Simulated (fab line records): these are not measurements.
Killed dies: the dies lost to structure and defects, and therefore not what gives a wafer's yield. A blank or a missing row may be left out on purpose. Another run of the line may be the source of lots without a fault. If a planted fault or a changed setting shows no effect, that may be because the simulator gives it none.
Tool commonality check	flow nand harc	Sampled: 14 lots, 42 wafers

THE REASON FOR OPENING IT
On 2 of the 14 lots, a flag is raised at NHARC_A_ONON_D2_THK_MEAS_11 on the reading thk nm. Wafers without a fault read 1001 nm, standard deviation 7.9.
Rule: flag the lot when none of its wafers has a number, or when each of its wafers that has one lies beyond 4 standard deviations from that mean. All remaining lots are regarded as sound.

lot	measured	on	thk nm (nm), wafer by wafer	flag
L576	day 11 23:54	film metro-01	1000 1003 1003	
L578	day 13 12:34	film metro-02	385 385 383	FLAGGED
L579	day 14 15:11	film metro-01	378 381 380	FLAGGED
L581	day 15 06:25	film metro-01	996 998 995	
L588	day 17 20:31	film metro-01	997 996 994	
L589	day 17 20:31	film metro-02	1000 1000 999	
L592	day 19 09:46	film metro-02	1009 1006 1007	
L590	day 19 09:52	film metro-01	994 995 992	
L594	day 19 21:56	film metro-01	1010 1008 1009	
L595	day 20 13:53	film metro-02	990 991 991	
L596	day 20 13:53	film metro-01	997 997 997	
L597	day 21 02:31	film metro-01	987 987 987	
L598	day 21 10:04	film metro-01	1009 1007 1009	
L599	day 22 13:29	film metro-01	1017 1019 1019	
The numbers of the flagged lots are 382 nm on average: -619 nm against the usual, or -78 standard deviations.

WHICH TOOL EACH LOT WENT THROUGH
Before the reading, the record contains 2 process steps out of a 1302-step route. In each cell: the tool, then ch and the chambers that the sampled wafers went through, then the start.
lot	flag	NHARC_A_CHANNEL_FILL_D1_STRIP_29	NHARC_A_ONON_D2_DEP_09
L576		rie diel-10 ch 2,3, day 11 23:23 or earlier	pecvd onon-01 ch 0, day 11 23:23
L578	FLAGGED	rie diel-10 ch 0,1,3, day 13 12:04 or earlier	pecvd onon-01 ch 0, day 13 12:04
L579	FLAGGED	rie diel-10 ch 1,3, day 14 14:40 or earlier	pecvd onon-01 ch 0, day 14 14:40
L581		rie diel-10 ch 0,3, day 15 06:01 or earlier	pecvd onon-03 ch 0, day 15 06:01
L588		rie diel-10 ch 1,2,3, day 17 20:00 or earlier	pecvd onon-03 ch 0, day 17 20:00
L589		rie diel-07 ch 2,3, day 17 20:00 or earlier	pecvd onon-01 ch 0, day 17 20:00
L592		rie diel-07 ch 1,2,3, day 19 09:16 or earlier	pecvd onon-01 ch 0, day 19 09:16
L590		rie diel-07 ch 1,2, day 19 09:21 or earlier	pecvd onon-03 ch 0, day 19 09:21
L594		rie diel-11 ch 1,2, day 19 21:36 or earlier	pecvd onon-02 ch 0, day 19 21:36
L595		rie diel-07 ch 2,3, day 20 13:22 or earlier	pecvd onon-02 ch 0, day 20 13:22
L596		rie diel-11 ch 1,3, day 20 13:23 or earlier	pecvd onon-03 ch 0, day 20 13:23
L597		rie diel-07 ch 1,2,3, day 21 02:01 or earlier	pecvd onon-03 ch 0, day 21 02:01
L598		rie diel-11 ch 0,1,3, day 21 09:33 or earlier	pecvd onon-03 ch 0, day 21 09:33
L599		rie diel-07 ch 0,2,3, day 22 12:58 or earlier	pecvd onon-03 ch 0, day 22 12:58
What these steps do:
- NHARC_A_CHANNEL_FILL_D1_STRIP_29: strips in O2, time 20 s.
- NHARC_A_ONON_D2_DEP_09: target thk 1000 nm.
- NHARC_A_ONON_D2_THK_MEAS_11: measures by ellipsometry.

FLAGGED AGAINST TOTAL, ONE TOOL AT A TIME (gauges that did the reading follow at the end)
step	tool	lots run	flagged	share of the flagged lots	sound lots run after its first flagged lot
NHARC_A_CHANNEL_FILL_D1_STRIP_29	rie diel-07	6	0	none	-
NHARC_A_CHANNEL_FILL_D1_STRIP_29	rie diel-10	5	2	all	2 (L581,L588)
NHARC_A_CHANNEL_FILL_D1_STRIP_29	rie diel-11	3	0	none	-
NHARC_A_ONON_D2_DEP_09	pecvd onon-01	5	2	all	2 (L589,L592)
NHARC_A_ONON_D2_DEP_09	pecvd onon-02	2	0	none	-
NHARC_A_ONON_D2_DEP_09	pecvd onon-03	7	0	none	-
NHARC_A_ONON_D2_THK_MEAS_11	film metro-01	10	1	some	8 (L581,L588,L590,L594,L596,L597,L598,L599)
NHARC_A_ONON_D2_THK_MEAS_11	film metro-02	4	1	some	3 (L589,L592,L595)
Because NHARC_A_CHANNEL_FILL_D1_STRIP_29 lacks a start for some lots, the hours and order of its lots are taken from NHARC_A_ONON_D2_DEP_09.

WHAT THE TABLE ALLOWS
Table rows that saw every flagged lot: 2, namely rie diel-10 at NHARC_A_CHANNEL_FILL_D1_STRIP_29 and pecvd onon-01 at NHARC_A_ONON_D2_DEP_09.
- rie diel-10 at NHARC_A_CHANNEL_FILL_D1_STRIP_29: 2 of its 5 lots flagged. Sound lots followed the first flagged one (L581, L588) on it, something a lasting fault affecting the whole tool could not allow.
- pecvd onon-01 at NHARC_A_ONON_D2_DEP_09: 2 of its 5 lots flagged. Sound lots followed the first flagged one (L589, L592) on it, something a lasting fault affecting the whole tool could not allow.
None of the table's rows ran every flagged lot and, after the first, no sound lot.

WHAT HAD BEEN PUT IN BY THE SIMULATOR
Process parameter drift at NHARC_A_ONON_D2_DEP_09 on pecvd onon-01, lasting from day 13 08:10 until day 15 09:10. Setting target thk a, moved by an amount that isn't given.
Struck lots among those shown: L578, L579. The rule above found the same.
